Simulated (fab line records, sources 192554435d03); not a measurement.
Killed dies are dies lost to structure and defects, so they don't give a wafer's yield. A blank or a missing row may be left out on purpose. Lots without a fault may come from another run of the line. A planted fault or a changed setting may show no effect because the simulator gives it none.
A struck lot beside a sound one | flow n5_finfet | 38 steps out of a route of 1938
Sound: wafers L305.2, L305.4, L305.5. Struck: wafer L301.1. (L301.5 of the same lot was not struck and is left out.) The cause comes at the end.
At each step with rows: each side's tool, then ch and its chambers, then its first start. Under that, the readings that differ: sound wafers | struck wafers | difference of the means | sigmas: that difference in standard deviations of wafers without a fault.
alike: readings whose means differ by less than 2 such deviations, and words and numbers that are the same on both sides. not compared: withheld readings, readings that some wafer has no value for, bounds like >300 that may hide the same value, and numbers for which the record gives no deviation and whose values overlap.
The two part at a step that has a row with sigmas, a row that says differs or no value, or rows on one side only. Numbers that don't overlap but have no deviation are shown without sigmas and don't part them. A reading that every wafer of one side lacks parts them only if that side has two wafers or more.

first, 12 steps without rows for these wafers: N5_SDB_ETCH_18 (etches SOC in N2/H2, target depth 100 nm, overetch 20 nm, time 150 s); N5_SDB_STRIP_19 (strips in N2/H2); N5_SDB_STRIP_21 (strips in CF4); N5_SDB_HM_OPEN_20 (chemistry CH3F/O2, target SiNx, stops on poly-Si, target depth 24 nm); N5_SDB_STRIP_22 (strips in N2/H2); N5_SDB_PRECLEAN_23 (cleans in dHF, time 30 s); N5_SDB_DUMMY_REMOVE_24 (chemistry TMAH, target poly-Si, stops on SiO2, target depth 142 nm, time 57 s, rinse time 30 s); N5_SDB_ETCH_25 (etches SiO2 in C4F6/O2, target depth 10 nm, time 3.3 s); N5_SDB_CUT_ETCH_26 (etches Si in HBr/Cl2/O2, target depth 129.6 nm, bt time 20 s, time 51.8 s); N5_SDB_PRECLEAN_38 (cleans in dHF, time 10 s); N5_SDB_PRECLEAN_39 (cleans in O3/DIW, time 45 s); N5_SDB_SRD_28 (time 30 s).
N5_SDB_ALD_29: deposits SiNx, target thk 30 nm, pulse time 1 s, ald cycles 600.
  sound on ald_sin-04 ch 1,2, day 9 18:21; struck on ald_sin-03 ch 1, day 8 15:03
  reading                              | sound       | struck | difference | sigmas
  ald_cycles                           | 600 600 600 | 687    | +87        |
  model.SiNx_of_SDB_ALD_29.thk_nm (nm) | 30.2 30 30  | 34.2   | +4.1       |
  alike: heater_power_outer_w, heater_power_w, precursor_pulse_height_rel
then, 23 steps without rows for these wafers: N5_SDB_CMP_30 (polishes, stops on poly-Si, t overpolish 1.54 s, target thk 30 nm); N5_DUMMY_REMOVAL_HM_STRIP_01 (strips SiNx in CH3F/O2, stops on poly-Si, target depth 4 nm, time 6.8 s); N5_DUMMY_REMOVAL_STRIP_10 (strips in N2/H2, time 40 s); N5_DUMMY_REMOVAL_PRECLEAN_07 (cleans in dHF, time 30 s); N5_DUMMY_REMOVAL_DUMMY_REMOVE_02 (chemistry TMAH, target poly-Si, stops on SiO2, target depth 142 nm, time 57 s, rinse time 30 s); N5_DUMMY_REMOVAL_PRECLEAN_08 (cleans in NF3:NH3, afs cycles 2, time 20 s, sublimation time 60 s); N5_DUMMY_REMOVAL_PRECLEAN_04 (cleans in DHF, time 37 s); N5_DUMMY_REMOVAL_SRD_05 (time 30 s); N5_HKMG_FIN_IL_REGROW_00 (material SiO2, chemistry O3, target thk 0.75 nm, time 30 s); N5_HKMG_FIN_HK_ALD_01 (deposits HfO2, target thk 1.6 nm, pulse time 3 s, purge time 3 s); N5_HKMG_FIN_HK_ANNEAL_02 (time 30 s); N5_HKMG_FIN_ALD_74 (deposits La2O3, target thk 0.5 nm, pulse time 6 s, co reactant pulse time 1 s); N5_HKMG_FIN_ALD_75 (deposits Al2O3, target thk 1 nm, co reactant pulse time 1 s); N5_HKMG_FIN_COAT_41 (time 60 s, resist thk 300 nm); N5_HKMG_FIN_COAT_42 (time 60 s, resist thk 35 nm); N5_HKMG_FIN_COAT_43 (resist thk 90 nm); N5_HKMG_FIN_EBR_45; N5_HKMG_FIN_SOFTBAKE_44 (time 60 s); N5_HKMG_FIN_EXPOSE_46 (exposes mask NDIPOLE); N5_HKMG_FIN_PEB_47 (peb time 60 s); N5_HKMG_FIN_DEVELOP_48 (develop time 30 s); N5_HKMG_FIN_DESCUM_53 (chemistry O2, time 7.9 s); N5_HKMG_FIN_ETCH_54 (etches SiARC in CF4, target depth 45.5 nm, time 75.8 s).
N5_GATE_CUT_ETCH_58: etches SiNx in CH3F/O2, target depth 17 nm, time 128.6 s.
  sound on rie_diel-06 ch 1,3, day 10 07:13; struck on rie_diel-04 ch 0, day 9 04:07
  reading                              | sound          | struck | difference | sigmas
  model.SiNx_of_SDB_ALD_29.thk_nm (nm) | 24.8 24.4 24.6 | 25.4   | +0.8       |
  alike: drypump_motor_current_A, oes_product_au, rf_vpp_V, showerhead_plenum_p_Torr, throttle_valve_pct
  not compared: rf_hours_counter_h
-- the record jumps here: 4 days lie between the struck wafers' starts before and after (it left off in module GATE_CUT and takes up again in module BEOL_M4, whose first step shown is number 1111 of the route) --
N5_BEOL_M4_RC_MEAS_101:
  sound on prober-02 ch 0, day 14 05:17; struck on prober-02 ch 0, day 12 23:50
  alike: DIBL_N, DIBL_P, IOFF_N, IOFF_P, ION_N, ION_P, SS_N, SS_P, VT_N, VT_P

WHERE THEY PART
Nowhere in this record.

WHY: what the simulator had put in
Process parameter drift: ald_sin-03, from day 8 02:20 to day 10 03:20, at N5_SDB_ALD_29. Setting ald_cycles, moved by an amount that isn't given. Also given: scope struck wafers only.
